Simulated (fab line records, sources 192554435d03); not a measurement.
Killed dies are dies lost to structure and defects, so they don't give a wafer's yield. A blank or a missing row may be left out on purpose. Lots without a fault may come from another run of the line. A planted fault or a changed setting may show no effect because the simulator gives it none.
Chamber matching | flow n5_finfet | N5_FIN_SAQP_SPACER2_ALD_28 on ald_sin-01: 4 sister chambers
The step deposits SiO2, target thk 8.1 nm, pulse time 1 s, purge time 2 s. 8 wafers are shown with their chamber, then 8 later ones without.

WAFERS WITH THEIR CHAMBER
wafer  | chamber | heater_power_w (W) | precursor_pulse_height_rel
L079.6 | 2       | 452                | 1.018
L087.1 | 2       | 462                | 0.998
L088.2 | 1       | 515                | 1.007
L088.5 | 3       | 555                | 1.001
L090.2 | 0       | 526                | 1.003
L090.3 | 3       | 549                | 0.975
L090.4 | 1       | 504                | 1.020
L092.4 | 0       | 520                | 0.986

WAFERS WITHOUT THEIR CHAMBER
wafer  | heater_power_w (W) | precursor_pulse_height_rel
L092.5 | 532                | 1.011
L092.6 | 489                | 0.997
L093.1 | 472                | 0.982
L093.2 | 512                | 0.988
L093.4 | 546                | 0.958
L095.1 | 519                | 0.982
L095.4 | 480                | 1.023
L095.5 | 519                | 1.019

WHICH CHAMBER EACH WENT THROUGH
wafer  | from the rows above          | in truth
L092.5 | can't be placed: 0 or 3 or 1 | 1
L092.6 | can't be placed: 1 or 2      | 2
L093.1 | 2                            | 2
L093.2 | can't be placed: 0 or 1      | 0
L093.4 | 3                            | 3
L095.1 | can't be placed: 0 or 1      | 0
L095.4 | can't be placed: 2 or 1      | 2
L095.5 | can't be placed: 1 or 0      | 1
Placed correctly: 2 of 8. Can't be placed from these rows: 6 (the true chamber is among the candidates in 6). Placed wrongly: 0.
How it was worked out, from the rows above alone: a wafer's distance from a chamber is the root of the sum, over the readings, of the square of ((its reading less the chamber's mean) divided by the reading's scatter). The wafer belongs to the nearest chamber; if the next one is less than 2 further off, it can't be placed. A chamber's mean is the mean of its shown wafers. The scatter: the root of (the sum of the squares of (reading less its chamber's mean) over the shown wafers, divided by (wafers less chambers)).
